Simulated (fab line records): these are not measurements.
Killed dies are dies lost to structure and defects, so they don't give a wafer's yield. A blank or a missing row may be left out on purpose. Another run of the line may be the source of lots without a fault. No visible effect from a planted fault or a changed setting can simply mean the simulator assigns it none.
fab line records / flow n5_finfet
record lots=11 wafers=33 last_day=18
route steps=1938 shown BEOL_M8@1378 BEOL_M9@1404
lots untouched by any fault: they come from a run of this same line in which no faults occurred
start_h: hours from the record's first day to the start of the lot's first wafer shown / wait_h: how many hours have passed since the lot's step before this one / " same as the row above / L1.1+2: a row that stands for several wafers / - value missing, or start not given / * or withheld: withheld / < > ~ a bound
route shown NAME@n: NAME is a module with steps in the file, n the number in the route of the first one / usual: the fault-free wafers' mean and standard deviation / same: alike in all rows / chamber/n: place in a boat / sites: the reading at each site / _std_site: how widely they spread, as a standard deviation / _edge_site: outer sites' mean less inner sites' / radius_mm: how far each site lies from the wafer's centre / mask NAME#n: copy n / behind: the most recent tool/chamber to have shaped the wafer / hold: reason for holding the lot/hours on hold/outcome of the hold / device: transistor that didn't switch, given as n, p or np / end of line: the route-end tests of the same wafers / where a step has no rows: the recipe by itself / killed: not the wafer's yield, but the dies lost to structure and defects at the first sort / map: shows each die of a wafer: x if killed, . if not, _ if none is there
set.NAME: the setting that was run; set.NAME@STEP: the one run at that earlier step / model.NAME: the simulator's own value behind a step, which no gauge read
steps of the route over a sample of lots; a table a step, a row a wafer
services: from which hour (start_h, from the record's first day; less than 0 if before it) a tool's chamber was out of use, for how many hours, and why
## steps
# step N5_BEOL_M8_ETCH_41
# recipe chemistry=CH3F/O2 target=SiCN target_depth_a=319 taper_deg=2 time_s=57.8 ion_energy_ev=120 mask_material=TiN pressure_mtorr=30 source_w=395 bias_w=75 Ar_flow_sccm=150 CH3F_flow_sccm=30 O2_flow_sccm=20
# usual drypump_motor_current_A=5.7/0.37 oes_product_au=0.83/0.066 rf_vpp_V=297.4/1.3 showerhead_plenum_p_Torr=2.01/0.059 throttle_valve_pct=16.29/0.23
lot.wafer=L591.2 tool=rie_diel-06 chamber=1 start_h=- wait_h=- drypump_motor_current_A=6.0 oes_product_au=0.88 rf_hours_counter_h=44 rf_vpp_V=299.5 showerhead_plenum_p_Torr=2.14 throttle_valve_pct=16.14
lot.wafer=L591.3 tool=rie_diel-06 chamber=3 start_h=- wait_h=- drypump_motor_current_A=5.7 oes_product_au=0.76 rf_hours_counter_h=187 rf_vpp_V=297.2 showerhead_plenum_p_Torr=1.98 throttle_valve_pct=16.66
lot.wafer=L591.6 tool=rie_diel-06 chamber=3 start_h=- wait_h=- drypump_motor_current_A=5.6 oes_product_au=0.75 rf_hours_counter_h=- rf_vpp_V=296.6 showerhead_plenum_p_Torr=1.98 throttle_valve_pct=16.64
lot.wafer=L593.1 tool=rie_diel-06 chamber=1 start_h=- wait_h=- drypump_motor_current_A=6.0 oes_product_au=0.87 rf_hours_counter_h=44 rf_vpp_V=298.6 showerhead_plenum_p_Torr=2.14 throttle_valve_pct=16.12
lot.wafer=L593.4 tool=rie_diel-06 chamber=1 start_h=- wait_h=- drypump_motor_current_A=6.0 oes_product_au=0.88 rf_hours_counter_h=- rf_vpp_V=299.2 showerhead_plenum_p_Torr=2.14 throttle_valve_pct=16.11
lot.wafer=L593.6 tool=rie_diel-06 chamber=0 start_h=- wait_h=- drypump_motor_current_A=5.1 oes_product_au=0.77 rf_hours_counter_h=- rf_vpp_V=298.7 showerhead_plenum_p_Torr=2.09 throttle_valve_pct=16.42
lot.wafer=L592.2 tool=rie_diel-01 chamber=1 start_h=- wait_h=- drypump_motor_current_A=6.4 oes_product_au=0.85 rf_hours_counter_h=80 rf_vpp_V=296.8 showerhead_plenum_p_Torr=2.02 throttle_valve_pct=16.00
lot.wafer=L592.5 tool=rie_diel-01 chamber=2 start_h=- wait_h=- drypump_motor_current_A=5.3 oes_product_au=0.69 rf_hours_counter_h=- rf_vpp_V=295.8 showerhead_plenum_p_Torr=1.97 throttle_valve_pct=16.63
lot.wafer=L592.6 tool=rie_diel-01 chamber=3 start_h=- wait_h=- drypump_motor_current_A=5.5 oes_product_au=0.70 rf_hours_counter_h=- rf_vpp_V=296.6 showerhead_plenum_p_Torr=1.98 throttle_valve_pct=16.53
lot.wafer=L594.2 tool=rie_diel-06 chamber=0 start_h=- wait_h=- drypump_motor_current_A=5.1 oes_product_au=0.77 rf_hours_counter_h=149 rf_vpp_V=299.6 showerhead_plenum_p_Torr=2.09 throttle_valve_pct=16.43
lot.wafer=L594.5 tool=rie_diel-06 chamber=2 start_h=- wait_h=- drypump_motor_current_A=5.6 oes_product_au=1.01 rf_hours_counter_h=- rf_vpp_V=297.6 showerhead_plenum_p_Torr=2.05 throttle_valve_pct=16.10
lot.wafer=L594.6 tool=rie_diel-06 chamber=3 start_h=- wait_h=- drypump_motor_current_A=5.7 oes_product_au=0.74 rf_hours_counter_h=- rf_vpp_V=297.1 showerhead_plenum_p_Torr=1.97 throttle_valve_pct=16.68
lot.wafer=L598.1 tool=rie_diel-03 chamber=0 start_h=- wait_h=- drypump_motor_current_A=5.9 oes_product_au=0.89 rf_hours_counter_h=39 rf_vpp_V=297.7 showerhead_plenum_p_Torr=2.03 throttle_valve_pct=16.35
lot.wafer=L598.3 tool=rie_diel-03 chamber=2 start_h=- wait_h=- drypump_motor_current_A=5.3 oes_product_au=0.85 rf_hours_counter_h=51 rf_vpp_V=298.3 showerhead_plenum_p_Torr=2.03 throttle_valve_pct=16.31
lot.wafer=L598.5 tool=rie_diel-03 chamber=2 start_h=- wait_h=- drypump_motor_current_A=5.3 oes_product_au=0.85 rf_hours_counter_h=- rf_vpp_V=298.1 showerhead_plenum_p_Torr=2.03 throttle_valve_pct=16.32
lot.wafer=L599.2 tool=rie_diel-03 chamber=2 start_h=- wait_h=- drypump_motor_current_A=5.4 oes_product_au=0.85 rf_hours_counter_h=51 rf_vpp_V=297.5 showerhead_plenum_p_Torr=2.03 throttle_valve_pct=16.30
lot.wafer=L599.4 tool=rie_diel-03 chamber=0 start_h=- wait_h=- drypump_motor_current_A=5.9 oes_product_au=0.88 rf_hours_counter_h=39 rf_vpp_V=297.3 showerhead_plenum_p_Torr=2.03 throttle_valve_pct=16.35
lot.wafer=L599.6 tool=rie_diel-03 chamber=3 start_h=- wait_h=- drypump_motor_current_A=5.7 oes_product_au=0.92 rf_hours_counter_h=- rf_vpp_V=297.2 showerhead_plenum_p_Torr=1.95 throttle_valve_pct=15.88
lot.wafer=L605.2 tool=rie_diel-03 chamber=2 start_h=- wait_h=- drypump_motor_current_A=5.4 oes_product_au=0.83 rf_hours_counter_h=64 rf_vpp_V=296.6 showerhead_plenum_p_Torr=2.03 throttle_valve_pct=16.34
lot.wafer=L605.3 tool=rie_diel-03 chamber=1 start_h=- wait_h=- drypump_motor_current_A=6.0 oes_product_au=0.82 rf_hours_counter_h=77 rf_vpp_V=295.9 showerhead_plenum_p_Torr=1.96 throttle_valve_pct=16.40
lot.wafer=L605.5 tool=rie_diel-03 chamber=0 start_h=- wait_h=- drypump_motor_current_A=5.9 oes_product_au=0.86 rf_hours_counter_h=- rf_vpp_V=299.1 showerhead_plenum_p_Torr=2.03 throttle_valve_pct=16.36
lot.wafer=L606.1 tool=rie_diel-03 chamber=2 start_h=- wait_h=- drypump_motor_current_A=5.3 oes_product_au=0.82 rf_hours_counter_h=68 rf_vpp_V=298.7 showerhead_plenum_p_Torr=2.03 throttle_valve_pct=16.35
lot.wafer=L606.2 tool=rie_diel-03 chamber=3 start_h=- wait_h=- drypump_motor_current_A=5.7 oes_product_au=0.89 rf_hours_counter_h=45 rf_vpp_V=297.1 showerhead_plenum_p_Torr=1.94 throttle_valve_pct=15.91
lot.wafer=L606.4 tool=rie_diel-03 chamber=1 start_h=- wait_h=- drypump_motor_current_A=6.0 oes_product_au=0.81 rf_hours_counter_h=- rf_vpp_V=295.5 showerhead_plenum_p_Torr=1.95 throttle_valve_pct=16.40
lot.wafer=L608.1 tool=rie_diel-06 chamber=2 start_h=- wait_h=- drypump_motor_current_A=5.6 oes_product_au=0.90 rf_hours_counter_h=37 rf_vpp_V=297.0 showerhead_plenum_p_Torr=2.04 throttle_valve_pct=16.18
lot.wafer=L608.3 tool=rie_diel-06 chamber=3 start_h=- wait_h=- drypump_motor_current_A=5.7 oes_product_au=0.73 rf_hours_counter_h=225 rf_vpp_V=296.8 showerhead_plenum_p_Torr=1.96 throttle_valve_pct=16.73
lot.wafer=L608.4 tool=rie_diel-06 chamber=0 start_h=- wait_h=- drypump_motor_current_A=5.1 oes_product_au=0.75 rf_hours_counter_h=182 rf_vpp_V=298.0 showerhead_plenum_p_Torr=2.08 throttle_valve_pct=16.49
lot.wafer=L611.1 tool=rie_diel-03 chamber=2 start_h=- wait_h=- drypump_motor_current_A=5.3 oes_product_au=0.81 rf_hours_counter_h=85 rf_vpp_V=297.4 showerhead_plenum_p_Torr=2.02 throttle_valve_pct=16.39
lot.wafer=L611.4 tool=rie_diel-03 chamber=1 start_h=- wait_h=- drypump_motor_current_A=6.0 oes_product_au=0.80 rf_hours_counter_h=98 rf_vpp_V=294.8 showerhead_plenum_p_Torr=1.95 throttle_valve_pct=16.44
lot.wafer=L611.6 tool=rie_diel-03 chamber=0 start_h=- wait_h=- drypump_motor_current_A=5.9 oes_product_au=0.83 rf_hours_counter_h=- rf_vpp_V=298.3 showerhead_plenum_p_Torr=2.02 throttle_valve_pct=16.41
lot.wafer=L614.1 tool=rie_diel-01 chamber=2 start_h=- wait_h=- drypump_motor_current_A=5.3 oes_product_au=0.87 rf_hours_counter_h=41 rf_vpp_V=297.3 showerhead_plenum_p_Torr=1.96 throttle_valve_pct=16.21
lot.wafer=L614.2 tool=rie_diel-01 chamber=0 start_h=- wait_h=- drypump_motor_current_A=6.7 oes_product_au=0.85 rf_hours_counter_h=58 rf_vpp_V=298.4 showerhead_plenum_p_Torr=2.03 throttle_valve_pct=16.20
lot.wafer=L614.6 tool=rie_diel-01 chamber=3 start_h=- wait_h=- drypump_motor_current_A=5.5 oes_product_au=0.91 rf_hours_counter_h=- rf_vpp_V=296.9 showerhead_plenum_p_Torr=1.96 throttle_valve_pct=16.14
# step N5_BEOL_M8_CURE_75
# recipe temp_c=370 time_s=120 ambient=DMADMS/He material=SiCOH_lowk
# usual lamp_power_pct=52.31/0.059 wafer_temp_C_max=371.8/0.6
lot.wafer=L591.2 tool=uv_cure-01 chamber=1 start_h=199.65 wait_h=0.1 lamp_power_pct=52.29 wafer_temp_C_max=371.2
lot.wafer=L591.3 tool=uv_cure-01 chamber=1 start_h=199.65 wait_h=0.1 lamp_power_pct=52.28 wafer_temp_C_max=371.0
lot.wafer=L591.6 tool=uv_cure-01 chamber=1 start_h=199.65 wait_h=0.1 lamp_power_pct=52.21 wafer_temp_C_max=371.5
lot.wafer=L593.1 tool=uv_cure-02 chamber=0 start_h=200.00 wait_h=0.0 lamp_power_pct=52.32 wafer_temp_C_max=370.9
lot.wafer=L593.4 tool=uv_cure-02 chamber=0 start_h=200.00 wait_h=0.0 lamp_power_pct=52.30 wafer_temp_C_max=371.7
lot.wafer=L593.6 tool=uv_cure-02 chamber=0 start_h=200.00 wait_h=0.0 lamp_power_pct=52.32 wafer_temp_C_max=371.4
lot.wafer=L592.2 tool=uv_cure-02 chamber=2 start_h=207.91 wait_h=0.1 lamp_power_pct=52.34 wafer_temp_C_max=371.5
lot.wafer=L592.5 tool=uv_cure-02 chamber=2 start_h=207.91 wait_h=0.1 lamp_power_pct=52.42 wafer_temp_C_max=371.9
lot.wafer=L592.6 tool=uv_cure-02 chamber=2 start_h=207.91 wait_h=0.1 lamp_power_pct=52.31 wafer_temp_C_max=371.3
lot.wafer=L594.2 tool=uv_cure-01 chamber=0 start_h=209.63 wait_h=0.3 lamp_power_pct=52.31 wafer_temp_C_max=371.7
lot.wafer=L594.5 tool=uv_cure-01 chamber=0 start_h=209.63 wait_h=0.3 lamp_power_pct=52.33 wafer_temp_C_max=371.7
lot.wafer=L594.6 tool=uv_cure-01 chamber=0 start_h=209.63 wait_h=0.3 lamp_power_pct=52.32 wafer_temp_C_max=372.5
lot.wafer=L598.1 tool=uv_cure-01 chamber=2 start_h=245.81 wait_h=0.0 lamp_power_pct=52.35 wafer_temp_C_max=371.7
lot.wafer=L598.3 tool=uv_cure-01 chamber=2 start_h=245.81 wait_h=0.0 lamp_power_pct=52.37 wafer_temp_C_max=371.7
lot.wafer=L598.5 tool=uv_cure-01 chamber=2 start_h=245.81 wait_h=0.0 lamp_power_pct=52.23 wafer_temp_C_max=371.5
lot.wafer=L599.2 tool=uv_cure-01 chamber=2 start_h=246.46 wait_h=0.2 lamp_power_pct=52.21 wafer_temp_C_max=371.2
lot.wafer=L599.4 tool=uv_cure-01 chamber=2 start_h=246.46 wait_h=0.2 lamp_power_pct=52.24 wafer_temp_C_max=372.5
lot.wafer=L599.6 tool=uv_cure-01 chamber=2 start_h=246.46 wait_h=0.2 lamp_power_pct=52.33 wafer_temp_C_max=372.0
lot.wafer=L605.2 tool=uv_cure-01 chamber=2 start_h=285.14 wait_h=0.1 lamp_power_pct=52.34 wafer_temp_C_max=371.3
lot.wafer=L605.3 tool=uv_cure-01 chamber=2 start_h=285.14 wait_h=0.1 lamp_power_pct=52.34 wafer_temp_C_max=372.0
lot.wafer=L605.5 tool=uv_cure-01 chamber=2 start_h=285.14 wait_h=0.1 lamp_power_pct=52.24 wafer_temp_C_max=370.8
lot.wafer=L606.1 tool=uv_cure-03 chamber=0 start_h=292.34 wait_h=0.0 lamp_power_pct=52.31 wafer_temp_C_max=372.0
lot.wafer=L606.2 tool=uv_cure-03 chamber=0 start_h=292.34 wait_h=0.0 lamp_power_pct=52.29 wafer_temp_C_max=372.0
lot.wafer=L606.4 tool=uv_cure-03 chamber=0 start_h=292.34 wait_h=0.0 lamp_power_pct=52.40 wafer_temp_C_max=372.0
lot.wafer=L608.1 tool=uv_cure-02 chamber=1 start_h=306.34 wait_h=0.0 lamp_power_pct=52.31 wafer_temp_C_max=373.6
lot.wafer=L608.3 tool=uv_cure-02 chamber=1 start_h=306.34 wait_h=0.0 lamp_power_pct=52.34 wafer_temp_C_max=372.7
lot.wafer=L608.4 tool=uv_cure-02 chamber=1 start_h=306.34 wait_h=0.0 lamp_power_pct=52.34 wafer_temp_C_max=372.6
lot.wafer=L611.1 tool=uv_cure-02 chamber=0 start_h=335.78 wait_h=0.0 lamp_power_pct=52.43 wafer_temp_C_max=371.1
lot.wafer=L611.4 tool=uv_cure-02 chamber=0 start_h=335.78 wait_h=0.0 lamp_power_pct=52.26 wafer_temp_C_max=371.0
lot.wafer=L611.6 tool=uv_cure-02 chamber=0 start_h=335.78 wait_h=0.0 lamp_power_pct=52.37 wafer_temp_C_max=371.0
lot.wafer=L614.1 tool=uv_cure-03 chamber=1 start_h=357.56 wait_h=0.0 lamp_power_pct=52.29 wafer_temp_C_max=372.3
lot.wafer=L614.2 tool=uv_cure-03 chamber=1 start_h=357.56 wait_h=0.0 lamp_power_pct=52.33 wafer_temp_C_max=371.4
lot.wafer=L614.6 tool=uv_cure-03 chamber=1 start_h=357.56 wait_h=0.0 lamp_power_pct=52.38 wafer_temp_C_max=371.8
# step N5_BEOL_M9_PECVD_70
# recipe material=SiO2 target_thk_a=200 temp_c=400 precursor=TEOS/O2 pressure_torr=5.5 rf_w=450 teos_flow_sccm=53.8 gas=O2 flow_sccm=3000 time_s=22.7
# usual heater_power_w=684/82 showerhead_plenum_p_Torr=8.79/0.07 susceptor_temp_C=399.99/0.21 throttle_valve_pct=21.9/1
lot.wafer=L591.2 tool=pecvd-01 chamber=2 start_h=203.08 wait_h=0.0 heater_power_w=656 showerhead_plenum_p_Torr=8.77 susceptor_temp_C=399.93 throttle_valve_pct=20.0
lot.wafer=L591.3 tool=pecvd-01 chamber=1 start_h=203.08 wait_h=0.0 heater_power_w=646 showerhead_plenum_p_Torr=8.76 susceptor_temp_C=399.68 throttle_valve_pct=22.6
lot.wafer=L591.6 tool=pecvd-01 chamber=2 start_h=203.08 wait_h=0.0 heater_power_w=672 showerhead_plenum_p_Torr=8.76 susceptor_temp_C=400.06 throttle_valve_pct=20.0
lot.wafer=L593.1 tool=pecvd-04 chamber=1 start_h=203.91 wait_h=0.0 heater_power_w=522 showerhead_plenum_p_Torr=8.79 susceptor_temp_C=399.63 throttle_valve_pct=22.0
lot.wafer=L593.4 tool=pecvd-04 chamber=2 start_h=203.91 wait_h=0.0 heater_power_w=799 showerhead_plenum_p_Torr=8.75 susceptor_temp_C=399.90 throttle_valve_pct=20.4
lot.wafer=L593.6 tool=pecvd-04 chamber=0 start_h=203.91 wait_h=0.0 heater_power_w=641 showerhead_plenum_p_Torr=8.82 susceptor_temp_C=400.01 throttle_valve_pct=23.1
lot.wafer=L592.2 tool=pecvd-04 chamber=2 start_h=211.12 wait_h=0.0 heater_power_w=773 showerhead_plenum_p_Torr=8.78 susceptor_temp_C=400.22 throttle_valve_pct=20.3
lot.wafer=L592.5 tool=pecvd-04 chamber=2 start_h=211.12 wait_h=0.0 heater_power_w=804 showerhead_plenum_p_Torr=8.77 susceptor_temp_C=400.35 throttle_valve_pct=20.4
lot.wafer=L592.6 tool=pecvd-04 chamber=1 start_h=211.12 wait_h=0.0 heater_power_w=628 showerhead_plenum_p_Torr=8.79 susceptor_temp_C=400.01 throttle_valve_pct=21.8
lot.wafer=L594.2 tool=pecvd-04 chamber=2 start_h=213.66 wait_h=0.0 heater_power_w=791 showerhead_plenum_p_Torr=8.77 susceptor_temp_C=400.10 throttle_valve_pct=20.1
lot.wafer=L594.5 tool=pecvd-04 chamber=0 start_h=213.66 wait_h=0.0 heater_power_w=629 showerhead_plenum_p_Torr=8.82 susceptor_temp_C=400.26 throttle_valve_pct=22.7
lot.wafer=L594.6 tool=pecvd-04 chamber=1 start_h=213.66 wait_h=0.0 heater_power_w=605 showerhead_plenum_p_Torr=8.78 susceptor_temp_C=400.08 throttle_valve_pct=22.1
lot.wafer=L598.1 tool=pecvd-02 chamber=2 start_h=248.86 wait_h=0.0 heater_power_w=738 showerhead_plenum_p_Torr=8.92 susceptor_temp_C=399.75 throttle_valve_pct=20.9
lot.wafer=L598.3 tool=pecvd-02 chamber=0 start_h=248.86 wait_h=0.0 heater_power_w=742 showerhead_plenum_p_Torr=8.84 susceptor_temp_C=399.87 throttle_valve_pct=21.7
lot.wafer=L598.5 tool=pecvd-02 chamber=2 start_h=248.86 wait_h=0.0 heater_power_w=726 showerhead_plenum_p_Torr=8.94 susceptor_temp_C=399.86 throttle_valve_pct=20.8
lot.wafer=L599.2 tool=pecvd-02 chamber=2 start_h=249.60 wait_h=0.0 heater_power_w=630 showerhead_plenum_p_Torr=8.94 susceptor_temp_C=399.80 throttle_valve_pct=20.7
lot.wafer=L599.4 tool=pecvd-02 chamber=0 start_h=249.60 wait_h=0.0 heater_power_w=772 showerhead_plenum_p_Torr=8.83 susceptor_temp_C=399.87 throttle_valve_pct=21.6
lot.wafer=L599.6 tool=pecvd-02 chamber=1 start_h=249.60 wait_h=0.0 heater_power_w=642 showerhead_plenum_p_Torr=8.83 susceptor_temp_C=399.83 throttle_valve_pct=23.4
lot.wafer=L605.2 tool=pecvd-01 chamber=1 start_h=289.72 wait_h=0.0 heater_power_w=648 showerhead_plenum_p_Torr=8.70 susceptor_temp_C=408.18 throttle_valve_pct=22.7
lot.wafer=L605.3 tool=pecvd-01 chamber=2 start_h=289.72 wait_h=0.0 heater_power_w=677 showerhead_plenum_p_Torr=8.75 susceptor_temp_C=408.58 throttle_valve_pct=20.1
lot.wafer=L605.5 tool=pecvd-01 chamber=0 start_h=289.72 wait_h=0.0 heater_power_w=768 showerhead_plenum_p_Torr=8.63 susceptor_temp_C=408.34 throttle_valve_pct=22.5
lot.wafer=L606.1 tool=pecvd-04 chamber=2 start_h=295.24 wait_h=0.0 heater_power_w=801 showerhead_plenum_p_Torr=8.75 susceptor_temp_C=399.84 throttle_valve_pct=20.6
lot.wafer=L606.2 tool=pecvd-04 chamber=1 start_h=295.24 wait_h=0.0 heater_power_w=588 showerhead_plenum_p_Torr=8.78 susceptor_temp_C=399.68 throttle_valve_pct=21.7
lot.wafer=L606.4 tool=pecvd-04 chamber=0 start_h=295.24 wait_h=0.0 heater_power_w=624 showerhead_plenum_p_Torr=8.81 susceptor_temp_C=400.22 throttle_valve_pct=22.8
lot.wafer=L608.1 tool=pecvd-01 chamber=2 start_h=310.04 wait_h=0.0 heater_power_w=724 showerhead_plenum_p_Torr=8.77 susceptor_temp_C=407.75 throttle_valve_pct=20.2
lot.wafer=L608.3 tool=pecvd-01 chamber=1 start_h=310.04 wait_h=0.0 heater_power_w=594 showerhead_plenum_p_Torr=8.74 susceptor_temp_C=408.18 throttle_valve_pct=22.5
lot.wafer=L608.4 tool=pecvd-01 chamber=0 start_h=310.04 wait_h=0.0 heater_power_w=730 showerhead_plenum_p_Torr=8.62 susceptor_temp_C=408.22 throttle_valve_pct=22.4
lot.wafer=L611.1 tool=pecvd-04 chamber=0 start_h=338.51 wait_h=0.0 heater_power_w=658 showerhead_plenum_p_Torr=8.81 susceptor_temp_C=400.05 throttle_valve_pct=22.5
lot.wafer=L611.4 tool=pecvd-04 chamber=0 start_h=338.51 wait_h=0.0 heater_power_w=650 showerhead_plenum_p_Torr=8.83 susceptor_temp_C=400.01 throttle_valve_pct=22.7
lot.wafer=L611.6 tool=pecvd-04 chamber=2 start_h=338.51 wait_h=0.0 heater_power_w=873 showerhead_plenum_p_Torr=8.77 susceptor_temp_C=399.79 throttle_valve_pct=20.4
lot.wafer=L614.1 tool=pecvd-02 chamber=0 start_h=361.31 wait_h=0.0 heater_power_w=693 showerhead_plenum_p_Torr=8.82 susceptor_temp_C=399.79 throttle_valve_pct=21.9
lot.wafer=L614.2 tool=pecvd-02 chamber=1 start_h=361.31 wait_h=0.0 heater_power_w=768 showerhead_plenum_p_Torr=8.82 susceptor_temp_C=400.14 throttle_valve_pct=23.1
lot.wafer=L614.6 tool=pecvd-02 chamber=2 start_h=361.31 wait_h=0.0 heater_power_w=651 showerhead_plenum_p_Torr=8.94 susceptor_temp_C=399.66 throttle_valve_pct=21.1
# step N5_BEOL_M9_HM_DEP_02
# recipe material=TiN target_thk_a=200 temp_c=25 chamber_pressure_pa=0.49996
# usual substrate_temp_c=25.00/0.1 throttle_valve_pct=29.7/0.95
lot.wafer=L591.2 tool=pvd_sputter-02 chamber=- start_h=203.14 wait_h=0.0 substrate_temp_c=25.09 throttle_valve_pct=29.7
lot.wafer=L591.3 tool=pvd_sputter-02 chamber=- start_h=203.14 wait_h=0.0 substrate_temp_c=24.94 throttle_valve_pct=28.9
lot.wafer=L591.6 tool=pvd_sputter-02 chamber=- start_h=203.14 wait_h=0.0 substrate_temp_c=24.95 throttle_valve_pct=28.8
lot.wafer=L593.1 tool=pvd_sputter-03 chamber=- start_h=205.60 wait_h=1.7 substrate_temp_c=24.96 throttle_valve_pct=29.6
lot.wafer=L593.4 tool=pvd_sputter-03 chamber=- start_h=205.60 wait_h=1.7 substrate_temp_c=25.12 throttle_valve_pct=28.7
lot.wafer=L593.6 tool=pvd_sputter-03 chamber=- start_h=205.60 wait_h=1.7 substrate_temp_c=24.98 throttle_valve_pct=28.6
lot.wafer=L592.2 tool=pvd_sputter-02 chamber=- start_h=211.64 wait_h=0.5 substrate_temp_c=25.01 throttle_valve_pct=29.5
lot.wafer=L592.5 tool=pvd_sputter-02 chamber=- start_h=211.64 wait_h=0.5 substrate_temp_c=24.98 throttle_valve_pct=29.2
lot.wafer=L592.6 tool=pvd_sputter-02 chamber=- start_h=211.64 wait_h=0.5 substrate_temp_c=24.89 throttle_valve_pct=29.1
lot.wafer=L594.2 tool=pvd_sputter-03 chamber=- start_h=214.71 wait_h=1.0 substrate_temp_c=24.97 throttle_valve_pct=30.6
lot.wafer=L594.5 tool=pvd_sputter-03 chamber=- start_h=214.71 wait_h=1.0 substrate_temp_c=25.06 throttle_valve_pct=28.2
lot.wafer=L594.6 tool=pvd_sputter-03 chamber=- start_h=214.71 wait_h=1.0 substrate_temp_c=24.86 throttle_valve_pct=31.8
lot.wafer=L598.1 tool=pvd_sputter-03 chamber=- start_h=251.68 wait_h=2.8 substrate_temp_c=25.13 throttle_valve_pct=29.7
lot.wafer=L598.3 tool=pvd_sputter-03 chamber=- start_h=251.68 wait_h=2.8 substrate_temp_c=25.00 throttle_valve_pct=28.5
lot.wafer=L598.5 tool=pvd_sputter-03 chamber=- start_h=251.68 wait_h=2.8 substrate_temp_c=25.12 throttle_valve_pct=28.5
lot.wafer=L599.2 tool=pvd_sputter-03 chamber=- start_h=251.98 wait_h=2.4 substrate_temp_c=24.91 throttle_valve_pct=29.8
lot.wafer=L599.4 tool=pvd_sputter-03 chamber=- start_h=251.98 wait_h=2.4 substrate_temp_c=25.18 throttle_valve_pct=28.7
lot.wafer=L599.6 tool=pvd_sputter-03 chamber=- start_h=251.98 wait_h=2.4 substrate_temp_c=25.09 throttle_valve_pct=31.7
lot.wafer=L605.2 tool=pvd_sputter-02 chamber=- start_h=290.67 wait_h=0.9 substrate_temp_c=24.73 throttle_valve_pct=28.6
lot.wafer=L605.3 tool=pvd_sputter-02 chamber=- start_h=290.67 wait_h=0.9 substrate_temp_c=25.05 throttle_valve_pct=29.4
lot.wafer=L605.5 tool=pvd_sputter-02 chamber=- start_h=290.67 wait_h=0.9 substrate_temp_c=24.93 throttle_valve_pct=28.7
lot.wafer=L606.1 tool=pvd_sputter-01 chamber=- start_h=295.46 wait_h=0.2 substrate_temp_c=25.06 throttle_valve_pct=30.3
lot.wafer=L606.2 tool=pvd_sputter-01 chamber=- start_h=295.46 wait_h=0.2 substrate_temp_c=24.95 throttle_valve_pct=30.2
lot.wafer=L606.4 tool=pvd_sputter-01 chamber=- start_h=295.46 wait_h=0.2 substrate_temp_c=24.83 throttle_valve_pct=31.6
lot.wafer=L608.1 tool=pvd_sputter-03 chamber=- start_h=313.81 wait_h=3.7 substrate_temp_c=24.73 throttle_valve_pct=32.1
lot.wafer=L608.3 tool=pvd_sputter-03 chamber=- start_h=313.81 wait_h=3.7 substrate_temp_c=25.23 throttle_valve_pct=30.9
lot.wafer=L608.4 tool=pvd_sputter-03 chamber=- start_h=313.81 wait_h=3.7 substrate_temp_c=24.99 throttle_valve_pct=29.6
lot.wafer=L611.1 tool=pvd_sputter-02 chamber=- start_h=341.03 wait_h=2.5 substrate_temp_c=25.05 throttle_valve_pct=29.3
lot.wafer=L611.4 tool=pvd_sputter-02 chamber=- start_h=341.03 wait_h=2.5 substrate_temp_c=25.13 throttle_valve_pct=28.3
lot.wafer=L611.6 tool=pvd_sputter-02 chamber=- start_h=341.03 wait_h=2.5 substrate_temp_c=24.97 throttle_valve_pct=29.4
lot.wafer=L614.1 tool=pvd_sputter-02 chamber=- start_h=363.13 wait_h=1.8 substrate_temp_c=25.18 throttle_valve_pct=29.3
lot.wafer=L614.2 tool=pvd_sputter-02 chamber=- start_h=363.13 wait_h=1.8 substrate_temp_c=25.00 throttle_valve_pct=28.7
lot.wafer=L614.6 tool=pvd_sputter-02 chamber=- start_h=363.13 wait_h=1.8 substrate_temp_c=25.07 throttle_valve_pct=29.0
## services
tool=uv_cure-01 chamber=- start_h=184.20 hours=5.0 kind=repair
tool=pecvd-02 chamber=- start_h=206.05 hours=3.1 kind=repair
tool=uv_cure-03 chamber=- start_h=217.02 hours=2.8 kind=pm
tool=pecvd-02 chamber=- start_h=217.20 hours=2.8 kind=pm
tool=rie_diel-03 chamber=- start_h=221.21 hours=0.3 kind=repair
tool=uv_cure-03 chamber=- start_h=225.74 hours=0.6 kind=repair
tool=uv_cure-03 chamber=- start_h=230.33 hours=0.5 kind=repair
tool=pecvd-02 chamber=1 start_h=235.00 hours=3.7 kind=repair
tool=uv_cure-02 chamber=- start_h=245.75 hours=14.6 kind=pm
tool=uv_cure-02 chamber=- start_h=260.35 hours=7.5 kind=pm
tool=pecvd-04 chamber=1 start_h=265.09 hours=6.4 kind=repair
tool=pecvd-04 chamber=0 start_h=266.24 hours=2.1 kind=scheduled_down
tool=rie_diel-03 chamber=1 start_h=267.61 hours=8.5 kind=repair
tool=rie_diel-01 chamber=- start_h=282.13 hours=15.6 kind=pm
tool=rie_diel-03 chamber=0 start_h=288.61 hours=3.7 kind=repair
tool=pecvd-04 chamber=0 start_h=302.31 hours=12.1 kind=repair
tool=pvd_sputter-01 chamber=- start_h=310.44 hours=9.1 kind=repair
tool=rie_diel-06 chamber=- start_h=319.09 hours=2.8 kind=pm
tool=uv_cure-03 chamber=- start_h=324.78 hours=24.9 kind=pm
tool=pvd_sputter-03 chamber=- start_h=336.33 hours=4.2 kind=repair
tool=pecvd-01 chamber=2 start_h=347.36 hours=12.4 kind=repair
tool=rie_diel-06 chamber=3 start_h=347.85 hours=6.3 kind=repair
tool=uv_cure-03 chamber=- start_h=349.68 hours=7.1 kind=pm
tool=uv_cure-01 chamber=- start_h=361.85 hours=22.2 kind=pm
## key
first_sign step=N5_BEOL_M9_PECVD_70 reading=susceptor_temp_C direction=up sigmas=39 usual=* struck=*
effect none on later readings
met_at N5_BEOL_M9_PECVD_70
struck_lots L605,L608
not_acting_at N5_BEOL_M8_ETCH_41,N5_BEOL_M8_CURE_75,N5_BEOL_M9_HM_DEP_02
onset_between 203.08 289.72
fault kind=process_parameter_drift tool=pecvd-01 chamber=- onset_h=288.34 steps=N5_BEOL_M9_PECVD_70 channel=temp_c offset=* shape=step end_h=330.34 acts_in=* stated=*
